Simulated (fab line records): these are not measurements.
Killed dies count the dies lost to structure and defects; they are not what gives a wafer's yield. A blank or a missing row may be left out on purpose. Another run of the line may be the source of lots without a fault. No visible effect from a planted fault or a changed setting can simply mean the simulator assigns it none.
Matching of chambers || flow n5Finfet || aldSin-03 running N5_ILD0_LINER_00: 4 sister chambers
The step material SiNx, target thk 4 nm, pulse time 1 s, purge time 2 s. 4 wafers are shown with their chamber, then 10 later ones without.

WAFERS, EACH WITH ITS CHAMBER
{"wafer": "L089.6", "chamber": 2, "heaterPowerW (W)": 709}
{"wafer": "L091.6", "chamber": 3, "heaterPowerW (W)": 867}
{"wafer": "L093.2", "chamber": 0, "heaterPowerW (W)": 774}
{"wafer": "L093.5", "chamber": 1, "heaterPowerW (W)": 1003}

WAFERS WHOSE CHAMBER IS MISSING
{"wafer": "L093.6", "heaterPowerW (W)": 762}
{"wafer": "L095.1", "heaterPowerW (W)": 715}
{"wafer": "L095.2", "heaterPowerW (W)": 1014}
{"wafer": "L095.6", "heaterPowerW (W)": 988}
{"wafer": "L096.1", "heaterPowerW (W)": 766}
{"wafer": "L096.2", "heaterPowerW (W)": 707}
{"wafer": "L096.5", "heaterPowerW (W)": 701}
{"wafer": "L097.1", "heaterPowerW (W)": 890}
{"wafer": "L097.2", "heaterPowerW (W)": 1015}
{"wafer": "L097.5", "heaterPowerW (W)": 1020}

WHICH CHAMBER EACH ONE RAN IN
{"wafer": "L093.6", "from the rows above": 0, "in truth": 0}
{"wafer": "L095.1", "from the rows above": 2, "in truth": 2}
{"wafer": "L095.2", "from the rows above": 1, "in truth": 1}
{"wafer": "L095.6", "from the rows above": 1, "in truth": 1}
{"wafer": "L096.1", "from the rows above": 0, "in truth": 0}
{"wafer": "L096.2", "from the rows above": 2, "in truth": 2}
{"wafer": "L096.5", "from the rows above": 2, "in truth": 2}
{"wafer": "L097.1", "from the rows above": 3, "in truth": 3}
{"wafer": "L097.2", "from the rows above": 1, "in truth": 1}
{"wafer": "L097.5", "from the rows above": 1, "in truth": 1}
10 of 10 placed correctly. Not placeable from these rows: 0. Placed wrongly: 0.
How it was worked out, from the rows above alone: a wafer's distance from a chamber is the root of the sum, over the readings, of the square of ((its reading less the chamber's mean) divided by the reading's scatter). If the next closest chamber is less than 2 further off than the closest, the wafer can't be placed; otherwise it belongs to the closest. For every chamber, the mean is computed from those of its wafers that are shown. The scatter (one wafer shown for each chamber): square how far every hidden wafer sits from the nearest shown wafer, average those squares and take the square root.
